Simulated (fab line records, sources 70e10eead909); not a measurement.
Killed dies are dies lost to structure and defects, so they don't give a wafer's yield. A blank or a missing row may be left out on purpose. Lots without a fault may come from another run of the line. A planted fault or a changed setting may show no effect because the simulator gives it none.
fab line records | flow nand_harc
record lots=12 wafers=34 last_day=34
route steps=1302 shown A_CONTACT@1050 END@1302
lots that met no fault: from a run of the same line without faults
start_h: hours from the record's first day to the start of the lot's first wafer shown | wait_h: hours since the lot's step before | " the same as in the row above | L1.1+2: a row that stands for several wafers | - no value, or no start given | * or withheld: withheld | < > ~ a bound
route shown NAME@n: a module of which the file shows steps, and the number in the route of the first | usual: mean/standard deviation of fault-free wafers | same: alike in all rows | chamber/n: place in a boat | sites: the reading at each site | _std_site: their standard deviation | _edge_site: outer sites' mean less inner sites' | radius_mm: how far each site lies from the wafer's centre | mask NAME#n: copy n | behind: the tool/chamber that last shaped the wafer | hold: why the lot was held/for how many hours/how that ended | device: the transistor (n, p or np) that didn't switch | end of line: the same wafers' tests at the end of the route | a step without rows: its recipe alone | killed: dies lost to structure and defects at the first sort, not the wafer's yield | map: a wafer's dies, x killed, . not, _ none there
set.NAME: the setting as run; set.NAME@STEP: as run at that earlier step | model.NAME: the simulator's own value behind a step, which no gauge read
steps of the route over a sample of lots; a table a step, a row a wafer
services: from which hour (start_h, from the record's first day; less than 0 if before it) a tool's chamber was out of use, for how many hours, and why
## steps
# step NHARC_A_CONTACT_ETCH_127
# recipe source_w=withheld pressure_mtorr=20 bias_v=3000 time_s=197 target_depth_a=19180 ar_flow_sccm=withheld c4f8_flow_sccm=withheld o2_flow_sccm=withheld chemistry=C4F8/O2/Ar
# columns lot.wafer tool chamber start_h wait_h rf_hours_counter_h
L273.4 har_cap_etch-02 1 503.34 0.1 -
L273.6 " 0 " " -
L273.5 " 1 " " -
L274.1 har_cap_etch-02 0 516.15 0.1 88
L274.6 " 1 " " -
L274.5 " 0 " " -
L276.4 har_cap_etch-01 0 534.16 0.1 -
L276.6 " 0 " " -
L280.6 har_cap_etch-02 0 549.29 0.1 -
L280.5 " 1 " " -
L285.2 har_cap_etch-01 1 630.81 0.1 22
L285.6 " 0 " " -
L285.5 " 1 " " -
L290.1 har_cap_etch-01 0 652.51 0.1 27
L290.3 " 1 " " -
L290.5 " 0 " " -
L289.2 har_cap_etch-03 1 653.60 0.1 71
L289.1 " 0 " " 71
L289.6 " 1 " " -
L288.1 har_cap_etch-02 0 655.61 0.1 114
L288.3 " 0 " " -
L288.5 " 0 " " -
L292.2 har_cap_etch-02 0 700.55 0.2 120
L292.5 " 1 " " -
L292.6 " 0 " " -
L293.2 har_cap_etch-03 0 706.50 0.1 79
L293.4 " 0 " " -
L293.5 " 1 " " -
L295.2 har_cap_etch-01 0 719.25 0.1 39
L295.1 " 1 " " 39
L295.3 " 0 " " -
L296.2 har_cap_etch-02 0 748.95 0.1 127
L296.1 " 1 " " 127
L296.3 " 0 " " -
# step NHARC_A_CONTACT_ETCH_133
# recipe source_w=withheld pressure_mtorr=20 bias_v=400 time_s=374 target_depth_a=16100 ar_flow_sccm=withheld c4f8_flow_sccm=11.5 o2_flow_sccm=7.2 chemistry=C4F8/O2/Ar
# columns lot.wafer tool chamber start_h wait_h rf_hours_counter_h
L273.4 har_cap_etch-02 1 504.52 0.3 -
L273.6 " 0 " " -
L273.5 " 1 " " -
L274.1 har_cap_etch-02 0 517.25 0.2 89
L274.6 " 1 " " -
L274.5 " 0 " " -
L276.4 har_cap_etch-01 0 535.30 0.2 -
L276.6 " 0 " " -
L280.6 har_cap_etch-02 0 550.95 0.3 -
L280.5 " 1 " " -
L285.2 har_cap_etch-01 1 631.91 0.2 23
L285.6 " 0 " " -
L285.5 " 1 " " -
L290.1 har_cap_etch-01 0 653.62 0.2 29
L290.3 " 1 " " -
L290.5 " 0 " " -
L289.2 har_cap_etch-03 1 654.66 0.1 72
L289.1 " 0 " " 72
L289.6 " 1 " " -
L288.1 har_cap_etch-02 0 656.70 0.2 115
L288.3 " 0 " " -
L288.5 " 0 " " -
L292.2 har_cap_etch-02 0 702.02 0.3 121
L292.5 " 1 " " -
L292.6 " 0 " " -
L293.2 har_cap_etch-03 0 707.56 0.1 80
L293.4 " 0 " " -
L293.5 " 1 " " -
L295.2 har_cap_etch-01 0 720.31 0.1 40
L295.1 " 1 " " 40
L295.3 " 0 " " -
L296.2 har_cap_etch-02 0 750.01 0.1 128
L296.1 " 1 " " 128
L296.3 " 0 " " -
# step NHARC_A_CONTACT_ETCH_91
# recipe target_depth_a=400 over_etch_frac=0.5 time_s=85.7 ion_energy_ev=120 ch3f_flow_sccm=50 o2_flow_sccm=30 ar_flow_sccm=200 rf_w=500 bias_w=100 chemistry=CH3F/O2
# usual ch3f_flow_sccm=50.01/0.15 drypump_motor_current_A=5.66/0.18 oes_product_au=0.942/0.029 rf_vpp_V=244.1/1.9 showerhead_plenum_p_Torr=2.43/0.13 throttle_valve_pct=20.663/0.0091
# same over_etch_frac=0.5
# columns lot.wafer tool chamber start_h wait_h ch3f_flow_sccm drypump_motor_current_A oes_product_au rf_hours_counter_h rf_vpp_V showerhead_plenum_p_Torr throttle_valve_pct
L273.4 rie_diel-08 0 505.11 0.5 50.06 5.72 0.919 42 242.3 2.28 20.660
L273.6 " 3 " " 50.27 5.95 0.932 - 244.5 2.39 20.661
L273.5 " 0 " " 50.13 5.75 0.928 - 241.5 2.28 20.655
L274.1 rie_diel-01 0 518.01 0.7 50.24 5.49 0.913 54 244.4 2.39 20.668
L274.6 " 3 " " 50.09 5.64 0.926 - 242.1 2.35 20.677
L274.5 " 0 " " 50.08 5.52 0.924 - 244.6 2.39 20.647
L276.4 rie_diel-05 1 535.97 0.6 50.06 5.43 0.922 19 245.4 2.54 20.644
L276.6 " 3 " " 50.00 5.68 0.942 - 242.7 2.32 20.667
L280.6 rie_diel-05 2 551.51 0.5 50.18 5.71 0.937 - 241.8 2.27 20.664
L280.5 " 3 " " 50.13 5.67 0.916 - 242.5 2.32 20.666
L285.2 rie_diel-01 0 632.67 0.7 50.15 5.47 1.009 24 243.9 2.37 20.646
L285.5 " 1 " " 49.81 6.10 1.006 - 241.7 2.38 20.663
L285.6 " 2 " " 49.97 6.11 0.985 - 243.0 2.32 20.666
L290.1 rie_diel-08 1 654.38 0.7 49.73 5.51 1.005 31 245.5 2.60 20.662
L290.3 " 2 " " 49.80 5.85 0.979 29 243.8 2.31 20.662
L290.5 " 0 " " 49.87 5.74 0.990 - 247.3 2.65 20.654
L289.2 rie_diel-05 2 655.46 0.7 49.75 5.71 0.931 12 247.9 2.66 20.665
L289.1 " 0 " " 50.02 5.52 0.931 12 244.1 2.44 20.666
L289.6 " 0 " " 49.94 5.53 0.931 - 244.4 2.44 20.652
L288.3 rie_diel-08 2 657.44 0.5 49.93 5.85 0.913 30 240.4 2.31 20.678
L288.1 " 0 " " 49.98 5.74 0.930 31 247.7 2.65 20.673
L288.5 " 1 " " 50.15 5.47 0.935 - 246.8 2.60 20.660
L292.2 rie_diel-05 1 702.87 0.8 49.94 5.43 0.946 18 245.8 2.53 20.657
L292.5 " 0 " " 50.04 5.47 0.944 - 244.3 2.44 20.670
L292.6 " 1 " " 49.74 5.43 0.947 - 245.3 2.53 20.671
L293.2 rie_diel-08 2 708.36 0.7 49.69 5.85 0.927 43 241.3 2.30 20.667
L293.4 " 3 " " 50.38 5.94 0.934 42 242.2 2.36 20.655
L293.5 " 1 " " 50.18 5.50 0.939 - 245.8 2.59 20.658
L295.2 rie_diel-05 0 721.12 0.7 49.99 5.50 0.930 22 243.3 2.44 20.665
L295.3 " 1 " " 50.04 5.43 0.918 20 245.0 2.53 20.664
L295.1 " 2 " " 50.07 5.72 0.942 23 247.3 2.65 20.666
L296.1 rie_diel-05 2 750.80 0.6 50.13 5.75 0.931 27 246.9 2.65 20.659
L296.2 " 3 " " 49.68 5.66 0.919 25 242.5 2.31 20.661
L296.3 " 0 " " 49.90 5.47 0.923 27 245.8 2.43 20.661
# step NHARC_A_CONTACT_ETCH_106
# recipe target_depth_a=900 overetch_a=90 time_s=49.5 ion_energy_ev=100 cf4_flow_sccm=80 o2_flow_sccm=20 ar_flow_sccm=0 rf_w=300 bias_w=100 chemistry=CF4/O2
# usual cf4_flow_sccm=80.00/0.25 drypump_motor_current_A=5.67/0.19 oes_product_au=0.999/0.0089 rf_vpp_V=197.5/1.6 showerhead_plenum_p_Torr=1.32/0.071 throttle_valve_pct=13.396/0.0095
# columns lot.wafer tool chamber start_h wait_h cf4_flow_sccm drypump_motor_current_A oes_product_au rf_hours_counter_h rf_vpp_V showerhead_plenum_p_Torr throttle_valve_pct
L273.4 rie_diel-05 0 505.61 0.1 80.32 5.47 0.999 12 197.0 1.33 13.390
L273.5 " 2 " " 80.23 5.71 0.990 - 195.2 1.23 13.408
L273.6 " 3 " " 80.24 5.64 0.998 - 196.3 1.26 13.406
L274.1 rie_diel-05 2 518.62 0.1 79.61 5.71 0.990 14 194.3 1.23 13.408
L274.5 " 2 " " 79.83 5.72 0.998 - 195.1 1.23 13.391
L274.6 " 3 " " 80.15 5.66 0.995 - 195.9 1.26 13.388
L276.4 rie_diel-05 1 536.46 0.1 80.00 5.42 0.882 19 200.2 1.38 13.393
L276.6 " 0 " " 80.09 5.49 1.003 - 197.9 1.33 13.391
L280.5 rie_diel-05 3 552.00 0.1 80.48 5.66 0.889 - 195.9 1.26 13.395
L280.6 " 0 " " 80.14 5.49 0.996 - 197.8 1.33 13.397
L285.2 rie_diel-08 2 633.15 0.1 80.24 5.84 0.997 24 197.2 1.25 13.407
L285.6 " 2 " " 80.07 5.86 1.000 - 197.3 1.25 13.388
L285.5 " 3 " " 80.01 5.95 1.004 - 196.2 1.29 13.390
L290.1 rie_diel-05 2 654.92 0.1 80.02 5.71 1.009 12 200.7 1.44 13.373
L290.3 " 0 " " 79.91 5.52 0.998 12 196.3 1.32 13.398
L290.5 " 2 " " 80.22 5.70 1.016 - 200.8 1.44 13.373
L289.1 rie_diel-08 3 656.04 0.1 79.96 5.92 0.986 29 196.0 1.29 13.392
L289.2 " 0 " " 80.27 5.73 0.997 30 199.6 1.44 13.389
L289.6 " 3 " " 79.47 5.93 0.998 - 197.4 1.29 13.410
L288.1 rie_diel-01 0 657.96 0.1 79.73 5.42 0.997 33 196.8 1.29 13.405
L288.3 " 1 " " 79.78 6.10 0.994 36 197.4 1.29 13.409
L288.5 " 3 " " 79.69 5.64 1.000 - 196.4 1.27 13.410
L292.2 rie_diel-05 0 703.43 0.1 80.08 5.50 1.003 20 198.8 1.32 13.399
L292.6 " 2 " " 80.03 5.71 1.006 - 199.4 1.44 13.387
L292.5 " 3 " " 80.09 5.65 0.997 - 196.9 1.25 13.396
L293.4 rie_diel-05 1 708.86 0.1 79.70 5.41 0.991 19 197.9 1.37 13.401
L293.2 " 2 " " 79.75 5.72 1.002 22 199.9 1.44 13.401
L293.5 " 0 " " 80.12 5.50 1.010 - 197.4 1.32 13.397
L295.3 rie_diel-05 2 721.63 0.1 80.25 5.68 1.004 23 200.2 1.44 13.411
L295.1 " 0 " " 79.97 5.46 1.010 22 197.7 1.32 13.394
L295.2 " 1 " " 80.02 5.40 0.997 20 199.3 1.37 13.381
L296.2 rie_diel-08 1 751.34 0.1 79.71 5.50 1.006 4 198.2 1.40 13.390
L296.3 " 3 " " 80.63 5.96 1.007 5 198.8 1.28 13.396
L296.1 " 0 " " 79.77 5.73 1.005 5 199.8 1.43 13.404
# step NHARC_END_SORT_01
# recipe temp_c=25
# usual killed_at_array=52/18 killed_at_other=0.6/0.83 killed_at_periphery=4.3/2.8 killed_dies=57/19 killed_open=3.4/2 killed_short=2.5/1.7
# same gross_dies=677
# columns lot.wafer tool chamber start_h wait_h killed_at_array killed_at_other killed_at_periphery killed_dies killed_open killed_short
L276.4 prober-01 0 595.20 3.4 673 1 3 677 2 1
L276.6 prober-01 0 596.79 4.0 25 2 5 32 6 2
L280.5 prober-01 0 609.86 3.7 675 0 2 677 2 5
L280.6 prober-01 0 610.67 4.1 56 1 2 59 3 1
# killed by level:class
L276.4 A_CONTACT:area_etch=661 A_STAIRCASE:chamber_film_flake=6 A_CHANNEL_HOLE_D2:chamber_film_flake=3 P_GATE:chamber_film_flake=2 P_CONTACT:geometric_particle:open=1 A_SGD_CUT:geometric_particle:open=1 STARTING-WAFER:geometric_particle:short=1 A_CHANNEL_FILL_D1:chamber_film_flake=1
L276.6 A_STAIRCASE:chamber_film_flake=7 A_CHANNEL_HOLE_D2:chamber_film_flake=6 A_CONTACT:chamber_film_flake=3 P_M0:geometric_particle:open=2 A_M0:geometric_particle:open=2 A_CHANNEL_HOLE_D1:chamber_film_flake=2 A_SLIT:chamber_film_flake=2 THIN_TSV:chamber_film_flake=2
L280.5 A_CONTACT:area_etch=609 A_CHANNEL_HOLE_D1:chamber_film_flake=33 A_CHANNEL_HOLE_D2:chamber_film_flake=8 A_SLIT:chamber_film_flake=7 A_CONTACT:chamber_film_flake=5 A_ZERO_WELL:chamber_film_flake=4 A_ONON_D2:geometric_particle:short=3 A_ONON_D1:geometric_particle:short=2
L280.6 A_CHANNEL_HOLE_D1:chamber_film_flake=39 A_CHANNEL_HOLE_D2:chamber_film_flake=9 A_ONON_D2:geometric_particle:open=2 A_SLIT:chamber_film_flake=2 A_CONTACT:chamber_film_flake=2 A_CHANNEL_HOLE_D1:geometric_particle:short=1 STARTING-WAFER:geometric_particle:open=1 P_STI:chamber_film_flake=1
## services
# columns tool chamber start_h hours kind
rie_diel-01 0 483.12 3.1 repair
rie_diel-05 0 489.65 - clean
rie_diel-05 1 489.65 - clean
rie_diel-05 2 489.65 - clean
rie_diel-05 3 489.65 - clean
har_cap_etch-01 - 497.01 17.0 pm
rie_diel-05 0 514.18 - clean
rie_diel-05 1 514.18 - clean
rie_diel-05 2 514.18 - clean
rie_diel-05 3 514.18 - clean
har_cap_etch-01 - 532.44 0.2 repair
rie_diel-08 - 549.95 9.0 pm
rie_diel-01 - 559.61 9.0 pm
rie_diel-08 3 561.34 3.8 repair
rie_diel-08 2 573.35 5.6 repair
rie_diel-05 - 584.15 9.0 pm
rie_diel-01 1 638.78 4.6 repair
rie_diel-05 3 646.49 9.0 repair
rie_diel-01 3 676.45 2.4 repair
rie_diel-08 3 711.05 8.7 repair
rie_diel-01 0 724.39 9.6 repair
rie_diel-08 - 726.95 9.0 pm
rie_diel-01 - 736.61 9.0 pm
rie_diel-05 1 750.74 4.2 repair
## key
first_sign step=NHARC_A_CONTACT_ETCH_106 reading=oes_product_au direction=down sigmas=13 usual=0.999 struck=0.885
effect step=NHARC_END_SORT_01 reading=killed_at_array direction=up sigmas=34 usual=52 struck=674
more_kills_born_at NHARC_A_CONTACT_ETCH_106@rie_diel-05=1270
met_at NHARC_A_CONTACT_ETCH_106
struck_lots L276,L280
struck_wafers L276.4,L280.5
later_rows_left_out L276.4,L280.5
tester_left_out L276,L280
not_acting_at NHARC_A_CONTACT_ETCH_127,NHARC_A_CONTACT_ETCH_133,NHARC_A_CONTACT_ETCH_91
onset_between 518.62 536.46
fault kind=process_parameter_drift tool=rie_diel-05 chamber=- onset_h=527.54 steps=NHARC_A_CONTACT_ETCH_106 channel=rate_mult offset=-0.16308 shape=step end_h=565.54 scope=struck_wafers_only
# tester_left_out: of these lots the tester's yield and bins aren't shown, on N5 and GAA mostly nor the transistor test; their killed dies are dies lost to structure and defects alone, not to doping, threshold or leakage, so they don't give the yield
# later_rows_left_out: the simulator's readings of these wafers behind a module that went badly wrong aren't trusted and aren't shown, but for the sort
